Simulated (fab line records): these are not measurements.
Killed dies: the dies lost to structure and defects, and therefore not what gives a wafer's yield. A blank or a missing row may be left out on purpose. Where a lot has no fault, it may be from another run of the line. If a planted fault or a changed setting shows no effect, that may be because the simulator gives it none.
fab line records | flow n5-finfet
[record] lots = 6 wafers = 18 last-day = 16
route steps=1938 shown BEOL_M7@1310 PASSIVATION@1936
lots that met no fault: from a run of the same line without faults
start-h: hours from the record's opening day to when the first of the lot's shown wafers began | wait-h: time in hours since the lot's previous step | " repeats the value in the row above | L1.1+2: a row that stands for several wafers | - either no value or no given start | * or withheld: withheld | < > ~ a bound
route shown NAME@n: NAME is a module with steps in the file, n the number in the route of the first one | usual: mean/standard deviation of fault-free wafers | same: alike in all rows | chamber/n: place in a boat | sites: per-site readings | _std_site: standard deviation across them | _edge_site: inner sites' mean taken away from outer sites' mean | radius-mm: how far each site lies from the wafer's centre | mask NAME#n: copy n | behind: tool/chamber where the wafer was last shaped | hold: cause of the lot's hold/its duration in hours/its outcome | device: names the non-switching transistor (n, p or np) | end of line: tests run on the same wafers once the route is complete | a step without rows: its recipe alone | killed: the dies lost at the first sort to structure and to defects; this is not the yield of the wafer | map: dies across one wafer; x = killed, . = not, _ = none there
set.NAME: setting as actually run; set.NAME@STEP: the setting as run at that earlier step | model.NAME: the simulator's own value behind a step, which no gauge read
lots at some steps of the route; a table a step, a row a wafer
services: the hour from which a tool's chamber was out of use, counted from the record's first day as start-h (under 0 if before that day), plus the number of hours and why
[[steps]]
[step N5_BEOL_M7_STRIP_80]
[recipe] chemistry = N2/H2 time-s = 10 power-w = 450 temp-c = 40 pressure-mtorr = 20 rf-frequency-hz = 6e+07 bias-power-w = 7 n2-flow-sccm = 200 h2-flow-sccm = 200
[usual] drypump-motor-current-A = 5.7/0.48 h2-flow-sccm = 199.9/0.62 oes-product-au = 0.78/0.095 rf-vpp-V = 59.3/0.87 showerhead-plenum-p-Torr = 2.53/0.1 throttle-valve-pct = 23.69/0.29
// columns lot.wafer tool chamber start-h wait-h drypump-motor-current-A h2-flow-sccm oes-product-au rf-hours-counter-h rf-vpp-V showerhead-plenum-p-Torr throttle-valve-pct
L112.2 rie-diel-04 3 - - 6.0 200.7 0.69 234 60.4 2.60 23.68
L112.4 " 1 " " 5.4 198.9 0.69 230 58.6 2.62 24.47
L112.6 " 3 " " 6.1 201.2 0.68 - 58.7 2.60 23.68
L115.1 rie-diel-06 0 - - 5.6 199.0 0.72 205 59.3 2.61 23.79
L115.3 " 1 " " 5.6 199.4 0.76 140 57.1 2.36 23.79
L115.5 " 0 " " 5.6 199.4 0.73 - 60.8 2.61 23.79
L118.2 rie-diel-01 0 - - 6.3 199.9 0.69 210 59.9 2.39 23.98
L118.4 " 3 " " 5.9 199.8 0.68 245 59.3 2.50 23.78
L118.5 " 2 " " 5.1 201.0 0.75 - 59.7 2.63 23.61
L120.1 rie-diel-01 3 - - 5.9 200.7 0.67 247 59.0 2.50 23.78
L120.4 " 0 " " 6.2 199.6 0.69 - 61.1 2.39 24.00
L120.6 " 1 " " 6.4 200.5 0.73 - 61.0 2.53 23.85
L119.1 rie-diel-04 1 - - 5.4 200.2 0.68 246 58.7 2.61 24.46
L119.4 " 1 " " 5.4 200.1 0.68 - 57.9 2.61 24.48
L119.6 " 0 " " 5.4 199.3 0.74 - 58.9 2.61 23.60
L124.2 rie-diel-06 3 - - 6.2 200.6 0.92 9 60.5 2.48 23.42
L124.3 " 1 " " 5.6 199.9 0.76 158 59.2 2.35 23.80
L124.6 " 0 " " 5.6 200.1 0.71 - 59.6 2.60 23.81
[step N5_BEOL_M7_OCD_MEAS_38]
[usual] trench-depth-nm = 93.1/1.7
// columns lot.wafer tool chamber start-h wait-h trench-depth-nm
L112.2 ocd-02 - 201.64 - 93.0
L112.4 " - " " 92.9
L112.6 " - " " 92.7
L115.1 ocd-01 - 224.06 - 93.0
L115.3 " - " " 94.8
L115.5 " - " " 92.0
L118.2 ocd-02 - 242.33 - 92.1
L118.4 " - " " 91.6
L118.5 " - " " 92.5
L120.1 ocd-01 - 247.74 - 90.4
L120.4 " - " " 90.6
L120.6 " - " " 92.6
L119.1 ocd-01 - 259.05 - 93.2
L119.4 " - " " 93.6
L119.6 " - " " 92.7
L124.2 ocd-01 - 283.73 - 95.5
L124.3 " - " " 94.1
L124.6 " - " " 92.0
[step N5_BEOL_M7_HM_STRIP_39]
[recipe] chemistry = peroxide-tin-strip material = TiN target-depth-a = 250 temp-c = 50 time-s = 158
[step N5_BEOL_M7_SRD_40]
[recipe] time-s = 30 temp-c = 23 rinse-liquid = diw dry = ipa-marangoni
[step N5_BEOL_M7_PRECLEAN_42]
[recipe] chemistry = residue-remover time-s = 60 temp-c = 40
[step N5_BEOL_M7_SRD_43]
[recipe] time-s = 30 temp-c = 23 rinse-liquid = diw dry = ipa-marangoni
[step N5_BEOL_M7_CD_MEAS_35]
[recipe] target-cd-nm = 40 polarity = opening
[usual] cd-nm = 40.0/0.58
// columns lot.wafer tool chamber start-h wait-h cd-nm
L112.2 cd-sem-02 - 201.79 0.0 40.2
L112.4 " - " " 40.0
L112.6 " - " " 40.0
L115.1 cd-sem-03 - 224.21 0.0 39.6
L115.3 " - " " 39.8
L115.5 " - " " 39.4
L118.2 cd-sem-02 - 242.48 0.0 40.5
L118.4 " - " " 40.6
L118.5 " - " " 40.9
L120.1 cd-sem-02 - 247.89 0.0 41.0
L120.4 " - " " 39.1
L120.6 " - " " 40.4
L119.1 cd-sem-02 - 259.21 0.0 39.5
L119.4 " - " " 38.8
L119.6 " - " " 39.3
L124.2 cd-sem-02 - 283.88 0.0 40.2
L124.3 " - " " 39.6
L124.6 " - " " 40.1
[step N5_BEOL_M7_CURE_75]
[recipe] temp-c = 370 time-s = 120 ambient = DMADMS/He material = SiCOH_lowk
[usual] lamp-power-pct = 52.32/0.06 wafer_temp_C_max = 372.2/0.83
// columns lot.wafer tool chamber start-h wait-h lamp-power-pct wafer_temp_C_max
L112.2 uv-cure-02 0 201.88 0.1 52.33 371.4
L112.4 " 0 " " 52.35 371.7
L112.6 " 0 " " 52.24 371.7
L115.1 uv-cure-01 1 224.57 0.4 52.34 371.4
L115.3 " 1 " " 52.36 371.8
L115.5 " 1 " " 52.45 371.2
L118.2 uv-cure-02 2 242.57 0.1 52.40 373.7
L118.4 " 2 " " 52.32 373.2
L118.5 " 2 " " 52.19 373.9
L120.1 uv-cure-03 0 247.93 0.0 52.32 372.2
L120.4 " 0 " " 52.31 372.8
L120.6 " 0 " " 52.47 372.4
L119.1 uv-cure-02 2 259.39 0.2 52.25 373.4
L119.4 " 2 " " 52.41 373.2
L119.6 " 2 " " 52.35 373.2
L124.2 uv-cure-01 1 283.97 0.1 52.23 370.5
L124.3 " 1 " " 52.36 370.9
L124.6 " 1 " " 52.22 371.0
[step N5_BEOL_M7_DEGAS_44]
[recipe] ambient = vacuum temp-c = 250 time-s = 60
[usual] heater-power-w = 341/38
// columns lot.wafer tool chamber start-h wait-h heater-power-w
L112.2 pvd-sputter-03 - 202.22 0.3 339
L112.4 " - " " 368
L112.6 " - " " 366
L115.1 pvd-sputter-01 - 225.16 0.5 348
L115.3 " - " " 382
L115.5 " - " " 378
L118.2 pvd-sputter-02 - 243.04 0.4 268
L118.4 " - " " 318
L118.5 " - " " 309
L120.1 pvd-sputter-01 - 248.35 0.4 376
L120.4 " - " " 358
L120.6 " - " " 276
L119.1 pvd-sputter-01 - 259.75 0.3 381
L119.4 " - " " 363
L119.6 " - " " 353
L124.2 pvd-sputter-01 - 284.31 0.3 281
L124.3 " - " " 382
L124.6 " - " " 378
[step N5_BEOL_M7_PRE_CLEAN_45]
[recipe] gas = H2/He time-s = 30 temp-c = 250
[step N5_BEOL_M7_ALD_77]
[recipe] material = TaN target-thk-a = 20 temp-c = 275 ald-precursor-family = PDMAT ald-co-reactant = NH3 pressure-torr = 3 carrier-flow-sccm = 1500 pulse-time-s = 2 purge-time-s = 3 co-reactant-purge-time-s = 2 co-reactant-pulse-time-s = 3 ald-cycles = 40 precursor-vessel-temp-c = 75 precursor-vessel-pressure-torr = 26.25 precursor-vessel-carrier-sccm = 1000
[step N5_BEOL_M7_SURFACE_TREAT_79]
[recipe] gas = Ar time-s = * ion-energy-ev = * ion-current-ma-cm2 = 0.5 pressure-mtorr = * ar-flow-sccm = 30
[usual] throttle-valve-pct = *
// columns lot.wafer tool chamber start-h wait-h throttle-valve-pct
L112.2 pvd-sputter-02 - 203.56 1.1 *
L112.4 " - " " *
L112.6 " - " " *
L115.1 pvd-sputter-02 - 225.54 0.2 *
L115.3 " - " " *
L115.5 " - " " *
L118.2 pvd-sputter-02 - 243.60 0.3 *
L118.4 " - " " *
L118.5 " - " " *
L120.1 pvd-sputter-03 - 248.76 0.2 *
L120.4 " - " " *
L120.6 " - " " *
L119.1 pvd-sputter-01 - 260.25 0.2 *
L119.4 " - " " *
L119.6 " - " " *
L124.2 pvd-sputter-03 - 285.35 0.8 *
L124.3 " - " " *
L124.6 " - " " *
[step N5_BEOL_M7_CVD_78]
[recipe] material = Co target-thk-a = 20 temp-c = withheld precursor = CCTBA/H2 pressure-torr = 30 time-s = 142.3
// columns lot.wafer tool chamber start-h wait-h since-wet-clean-h
L112.2 cvd-co-01 1 203.64 0.1 67
L112.4 " 0 " " -
L112.6 " 2 " " -
L115.1 cvd-co-02 1 225.60 0.0 1204
L115.3 " 2 " " 307
L115.5 " 0 " " -
L118.2 cvd-co-02 2 243.66 0.0 325
L118.4 " 2 " " -
L118.5 " 1 " " -
L120.1 cvd-co-01 1 248.82 0.0 112
L120.4 " 2 " " -
L120.6 " 1 " " -
L120.1 cvd-co-01 1 249.24 0.4 -
L120.4 " 2 " " -
L120.6 " 1 " " -
L119.1 cvd-co-02 1 260.54 0.3 1239
L119.4 " 0 " " -
L119.6 " 2 " " -
L119.1 cvd-co-02 1 261.03 0.4 -
L119.4 " 0 " " -
L119.6 " 2 " " -
L124.2 cvd-co-01 1 285.64 0.3 149
L124.3 " 0 " " 1046
L124.6 " 1 " " -
[step N5_BEOL_M7_SPUTTER_48]
[recipe] material = Cu target-thk-a = 100 temp-c = -20 bias-v = 60 power-w = 26000 chamber-pressure-pa = 0.13 time-s = 1.667
[usual] throttle-valve-pct = 29.9/1.2
// columns lot.wafer tool chamber start-h wait-h throttle-valve-pct
L112.2 pvd-sputter-02 - 203.80 0.1 28.5
L112.4 " - " " 29.6
L112.6 " - " " 31.2
L115.1 pvd-sputter-03 - 225.73 0.1 30.6
L115.3 " - " " 31.2
L115.5 " - " " 30.5
L118.2 pvd-sputter-02 - 243.82 0.1 29.6
L118.4 " - " " 30.9
L118.5 " - " " 31.2
L120.1 pvd-sputter-03 - 249.40 0.1 31.1
L120.4 " - " " 30.8
L120.6 " - " " 30.6
L119.1 pvd-sputter-01 - 261.21 0.1 30.4
L119.4 " - " " 27.9
L119.6 " - " " 30.3
L124.2 pvd-sputter-01 - 286.35 0.7 30.2
L124.3 " - " " 30.4
L124.6 " - " " 28.0
[step N5_BEOL_M7_ECD_50]
[recipe] material = Cu target-thk-a = 3000
[step N5_BEOL_M7_ANNEAL_51]
[recipe] temp-c = 225 time-s = 90 ambient = N2
[step N5_BEOL_M7_CMP_52]
[recipe] stop-on = SiCOH_lowk t-overpolish-s = 6.9 down-force-psi = 1 platen-rpm = 50 clearing-platen-down-force-psi = 1.5 clearing-platen-rpm = 50 post-cmp-clean = cu-alkaline target-thk-nm = 80 clearing-platen-pad-velocity-m-s = 0.99484 pad-velocity-m-s = 0.99484
[usual] barrier-field-endpoint-s = 29.2/0.79 motor-current-A = 6.2/0.51 overpolish-run-s = 6.899/0.01 time-to-endpoint-s = 63/3.3
// columns lot.wafer tool chamber start-h wait-h barrier-field-endpoint-s motor-current-A overpolish-run-s time-to-endpoint-s
L112.4 cmp-02 1 204.88 0.1 28.7 6.3 6.908 59
L112.2 " 3 " " 27.6 5.8 6.906 56
L112.6 " 2 " " 28.4 5.7 6.922 58
L115.1 cmp-03 2 230.32 0.3 28.8 5.8 6.892 64
L115.3 " 3 " " 28.7 7.0 6.902 66
L115.5 " 2 " " 29.5 5.9 6.909 63
L118.4 cmp-02 2 244.66 0.1 28.5 5.5 6.880 60
L118.2 " 0 " " 29.1 6.4 6.894 65
L118.5 " 2 " " 28.6 5.9 6.888 58
L120.4 cmp-03 2 250.15 0.2 32.2 6.1 6.910 62
L120.1 " 1 " " 30.6 6.6 6.882 65
L120.6 " 3 " " 31.9 7.4 6.886 65
L119.1 cmp-02 3 262.13 0.3 31.1 5.8 6.899 58
L119.4 " 2 " " 29.9 5.7 6.894 59
L119.6 " 0 " " 32.8 6.5 6.906 63
L124.3 cmp-03 0 286.93 0.2 30.4 5.8 6.903 69
L124.2 " 1 " " 30.1 6.8 6.898 67
L124.6 " 2 " " 29.6 6.0 6.887 62
[step N5_BEOL_M7_THK_MEAS_53]
[recipe] thk-meas-gauge = xrf reads = Cu_of_BEOL_M7_ECD_50
[usual] M7_THK = 78.8/2.1
// columns lot.wafer tool chamber start-h wait-h M7_THK[nm]
L112.2 film-metro-01 - 205.17 - 76.7
L112.4 " - " " 76.5
L112.6 " - " " 76.4
L115.1 film-metro-02 - 230.61 - 78.6
L115.3 " - " " 81.9
L115.5 " - " " 78.4
L118.2 film-metro-01 - 244.95 - 76.4
L118.4 " - " " 76.1
L118.5 " - " " 75.3
L120.1 film-metro-01 - 250.44 - 74.5
L120.4 " - " " 75.1
L120.6 " - " " 77.9
L119.1 film-metro-02 - 262.42 - 76.3
L119.4 " - " " 77.4
L119.6 " - " " 75.6
L124.2 film-metro-02 - 287.15 - 80.9
L124.3 " - " " 81.9
L124.6 " - " " 78.2
[step N5_PASSIVATION_PROBE_49]
[usual] defect-limited-yield = 91.3/1.3 killed_at_M0_to_M3 = 35/9.3 killed_at_M4_up = 14/5.2 killed-at-contacts = 12/5.9 killed-at-front-end = 38/11 killed-at-other = 4/3.7 killed-dies = 103/15 killed-open = 67/12 killed-short = 34/8 sort_bin_5_function = 5.1/0.88 sort_bin_6_memory = 3.3/0.65 sort-n-pass = 1077/15 sort-yield-pct = 91.3/1.3
[same] gross-dies = 1180 killed-at-back-side = 0 sort_bin_4_leakage[%] = 0 sort_bin_8_speed[%] = 0
// columns lot.wafer tool chamber start-h wait-h defect-limited-yield[%] killed_at_M0_to_M3 killed_at_M4_up killed-at-contacts killed-at-front-end killed-at-other killed-dies killed-open killed-short sort_bin_5_function[%] sort_bin_6_memory[%] sort-n-pass sort-yield-pct[%]
L115.1 prober-01 - 309.44 0.0 91.7 41 18 13 25 1 98 63 35 5.4 2.7 1082 91.7
L115.3 prober-01 - 309.54 0.1 90.9 44 18 13 32 0 107 73 33 4.9 4.1 1073 90.9
L115.5 prober-01 - 309.64 0.2 92.5 37 12 7 32 1 89 67 21 4.2 3.3 1091 92.5
L120.4 prober-01 - 332.31 0.2 90.7 35 5 6 64 0 110 67 35 5.2 3.2 1070 90.7
L120.6 prober-01 - 332.41 0.3 94.2 21 9 12 24 2 68 40 24 3.6 2.0 1112 94.2
L119.1 prober-02 - 341.92 0.0 89.9 37 22 8 49 3 119 80 39 6.4 3.2 1061 89.9
L124.2 prober-01 - 380.65 0.1 92.8 28 5 2 47 3 85 66 19 3.6 3.4 1095 92.8
L124.3 prober-01 - 380.70 0.1 90.6 41 12 8 48 2 111 75 36 5.5 3.5 1069 90.6
L124.6 prober-01 - 380.85 0.3 89.8 39 13 5 60 3 120 87 33 5.0 4.8 1060 89.8
// killed by level:class
L115.1 FIN_SAQP:geometric-particle:open=11 MOL_CONTACT_COAG:geometric-particle:open=9 BEOL_M0_SAQP:geometric-particle:open=8 BEOL_M1:geometric-particle:open=8 BEOL_M3:geometric-particle:open=8 BEOL_M4:geometric-particle:open=8 BEOL_M0_SAQP:geometric-particle:short=7 FIN_SAQP:geometric-particle:short=5
L115.3 FIN_SAQP:geometric-particle:open=11 BEOL_M4:geometric-particle:open=11 MOL_CONTACT_COAG:geometric-particle:open=10 BEOL_M0_SAQP:geometric-particle:open=9 BEOL_M0_SAQP:geometric-particle:short=8 BEOL_M3:geometric-particle:open=8 BEOL_M2:geometric-particle:open=7 FIN_SAQP:geometric-particle:short=6
L115.5 FIN_SAQP:geometric-particle:open=13 BEOL_M3:geometric-particle:open=8 BEOL_M0_SAQP:geometric-particle:open=8 STI_FIN_REVEAL:geometric-particle:open=6 BEOL_M2:geometric-particle:open=6 FIN_SAQP:geometric-particle:short=5 MOL_CONTACT_COAG:geometric-particle:open=5 BEOL_M1:geometric-particle:open=5
L120.4 FIN_SAQP:geometric-particle:open=19 STI_FIN_REVEAL:geometric-particle:open=15 BEOL_M0_SAQP:geometric-particle:short=9 BEOL_M1:geometric-particle:open=8 FIN_SAQP:geometric-particle:short=6 GATE_CUT:geometric-particle:short=6 BEOL_M3:geometric-particle:open=6 HKMG_FIN:area-etch=6
L120.6 MOL_CONTACT_COAG:geometric-particle:open=10 FIN_SAQP:geometric-particle:short=7 BEOL_M1:geometric-particle:open=5 FIN_SAQP:geometric-particle:open=4 STI_FIN_REVEAL:geometric-particle:open=3 GATE_CUT:geometric-particle:short=3 BEOL_M0_SAQP:geometric-particle:short=3 BEOL_M0_SAQP:geometric-particle:open=3
L119.1 FIN_SAQP:geometric-particle:open=12 BEOL_M4:geometric-particle:open=11 FIN_SAQP:geometric-particle:short=10 BEOL_M3:geometric-particle:open=10 STI_FIN_REVEAL:geometric-particle:open=9 BEOL_M0_SAQP:geometric-particle:open=9 MOL_CONTACT_COAG:geometric-particle:open=6 BEOL_M0:geometric-particle:short=4
L124.2 STI_FIN_REVEAL:geometric-particle:open=12 DUMMY_GATE:geometric-particle:open=11 FIN_SAQP:geometric-particle:open=9 BEOL_M3:geometric-particle:open=8 BEOL_M2:geometric-particle:open=6 BEOL_M1:geometric-particle:open=4 ILD0:geometric-particle:open=3 GATE_CUT:geometric-particle:short=3
L124.3 BEOL_M2:geometric-particle:open=13 STI_FIN_REVEAL:geometric-particle:open=11 BEOL_M0_SAQP:geometric-particle:short=11 FIN_SAQP:geometric-particle:open=8 MOL_CONTACT_COAG:geometric-particle:open=7 BEOL_M1:geometric-particle:open=7 FIN_SAQP:geometric-particle:short=6 BEOL_M0_SAQP:geometric-particle:open=6
L124.6 STI_FIN_REVEAL:geometric-particle:open=21 BEOL_M3:geometric-particle:open=16 BEOL_M2:geometric-particle:open=11 BEOL_M4:geometric-particle:open=8 FIN_SAQP:geometric-particle:short=7 FIN_SAQP:geometric-particle:open=6 DUMMY_GATE:geometric-particle:open=6 MOL_CONTACT_COAG:geometric-particle:open=5
[[services]]
// columns tool chamber start-h hours kind
cmp-03 - 198.46 2.4 repair
cmp-02 - 210.90 4.0 pm
uv-cure-02 - 213.58 11.4 repair
cmp-02 - 214.90 - consumable-replace:conditioner
cmp-02 - 214.90 - consumable-replace:pad
uv-cure-03 - 219.99 14.6 pm
cmp-02 - 233.10 0.6 repair
uv-cure-01 - 238.22 2.1 pm
rie-diel-06 3 242.81 - clean
rie-diel-06 3 242.81 - consumable-replace:focus-ring
rie-diel-06 3 242.81 17.0 scheduled-down
rie-diel-06 3 242.81 17.0 vent-cycle
rie-diel-01 2 244.51 16.5 repair
rie-diel-04 3 251.21 - clean
rie-diel-04 3 251.21 - consumable-replace:focus-ring
rie-diel-04 3 251.21 22.0 scheduled-down
rie-diel-04 3 251.21 22.0 vent-cycle
pvd-sputter-03 - 254.06 7.5 repair
rie-diel-01 3 261.45 - clean
rie-diel-01 3 261.45 - consumable-replace:focus-ring
uv-cure-01 - 262.91 1.0 pm
cmp-03 - 266.47 0.5 repair
cvd-co-02 - 276.15 3.8 pm
uv-cure-02 - 282.70 0.8 repair
[[key]]
[first-sign] step = N5_BEOL_M7_CVD_78 reading = visit direction = added
[effect] step = N5_BEOL_M7_CMP_52 reading = barrier-field-endpoint-s direction = up sigmas = 2.9 usual = 29.2 struck = 31.4
met-at N5_BEOL_M7_CVD_78
struck-wafers L119.1,L119.4,L119.6,L120.1,L120.4,L120.6
rows-end L120.1
[fault] kind = repeated-step-whole tool = cvd-co-01,cvd-co-02 chamber = - onset-h = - steps = N5_BEOL_M7_CVD_78 times = 1 scope = struck-lots-only
// rows-end: these wafers met a further fault down the route, and their rows from its step on are left out
